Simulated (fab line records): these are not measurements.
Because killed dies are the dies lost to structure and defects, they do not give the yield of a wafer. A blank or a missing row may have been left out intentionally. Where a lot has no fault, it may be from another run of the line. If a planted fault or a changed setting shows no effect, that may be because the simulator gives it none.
2 desks looking at one fault    flow n5_finfet    each desk holds nothing but its own numbers, with what lay behind them at the end

TOOL OWNER'S DESK, rie_diel-02
The tool's own readings at N5_DUMMY_GATE_ETCH_42 (etches SiO2 in CHF3/O2, target depth 3.5 nm, time 31 s): means of the sampled wafers that have a number, for each lot that ran on this tool. If a lot's mean is further than 4 standard deviations from the usual mean, the lot is out of limits and carries the mark OUT (the distance appears in the brackets).
Columns: A = bias_w at N5_DUMMY_GATE_ETCH_42, usual 12.00 W; B = drypump_motor_current_A at N5_DUMMY_GATE_ETCH_42, usual 5.7 A; C = oes_product_au at N5_DUMMY_GATE_ETCH_42, usual 0.76 a.u.; D = rf_vpp_V at N5_DUMMY_GATE_ETCH_42, usual 42.2 V; E = showerhead_plenum_p_Torr at N5_DUMMY_GATE_ETCH_42, usual 2.44 Torr; F = throttle_valve_pct at N5_DUMMY_GATE_ETCH_42, usual 18.82 %
lot   first seen here  A                B    C     D                E     F
L148  day 5 08:17      12.01            6.1  0.74  42.2             2.37  18.94
L149  day 5 11:16      12.01            5.7  0.79  42.9             2.45  18.56
L151  day 6 02:13      10.20 (-45) OUT  6.2  0.76  37.1 (-6.0) OUT  2.37  18.52
Finding of this desk: L151 out of limits; the first was L151 at day 6 02:13, on bias_w at N5_DUMMY_GATE_ETCH_42. In limits: L148, L149.

METROLOGY DESK
Means of the sampled wafers that have a number, per lot and without regard to the tool the lot ran on: this is what the gauges read. If a lot's mean is further than 4 standard deviations from the usual mean, the lot is out of limits and carries the mark OUT (the distance appears in the brackets). Readings shown: 7 of its 10, picked as those furthest out on some lot.
Columns: A = DIBL_P at N5_BEOL_M4_RC_MEAS_101, usual 35.9 mV/V; B = IOFF_P at N5_BEOL_M4_RC_MEAS_101, usual 0.21 nA/um; C = ION_N at N5_BEOL_M4_RC_MEAS_101, usual 673 uA/um; D = ION_P at N5_BEOL_M4_RC_MEAS_101, usual 463 uA/um; E = SS_N at N5_BEOL_M4_RC_MEAS_101, usual 71.6 mV/dec; F = SS_P at N5_BEOL_M4_RC_MEAS_101, usual 73.2 mV/dec; G = VT_P at N5_BEOL_M4_RC_MEAS_101, usual -250 mV
lot   first seen here  A     B     C    D    E     F     G
L143  day 9 14:58      36.9  0.17  661  448  71.7  73.0  -256
L144  day 9 20:05      36.8  0.23  670  465  71.8  72.9  -248
L147  day 10 12:09     35.6  0.20  686  473  72.1  73.4  -251
L148  day 11 10:22     36.3  0.20  678  462  71.7  72.9  -251
L151  day 11 12:33     33.9  0.18  670  454  71.4  72.9  -253
L149  day 11 12:47     34.5  0.22  674  462  71.0  73.1  -247
L152  day 12 04:52     35.9  0.20  665  458  71.8  73.1  -250
L160  day 13 18:20     34.5  0.21  674  469  71.3  72.4  -249
L162  day 14 10:16     34.8  0.18  671  457  71.2  73.2  -253
This desk found nothing out of limits on any of the 9 lots.

TAKEN TOGETHER
At day 6 02:13, on L151, the tool owner's desk was in a position to raise an alarm.
Nothing out of limits was seen by the metrology desk.
The metrology desk has L151 on record, within its limits.
Of the lots named, all ran N5_DUMMY_GATE_ETCH_42 on rie_diel-02.

WHAT THE SIMULATOR HAD PUT IN
rie_diel-02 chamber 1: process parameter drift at N5_DUMMY_GATE_ETCH_42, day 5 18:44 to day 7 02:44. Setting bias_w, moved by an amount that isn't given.
Struck lots among those shown: L151.
Time in hours from fault onset to the first out-of-limits reading at each desk: the tool owner's desk, 7.
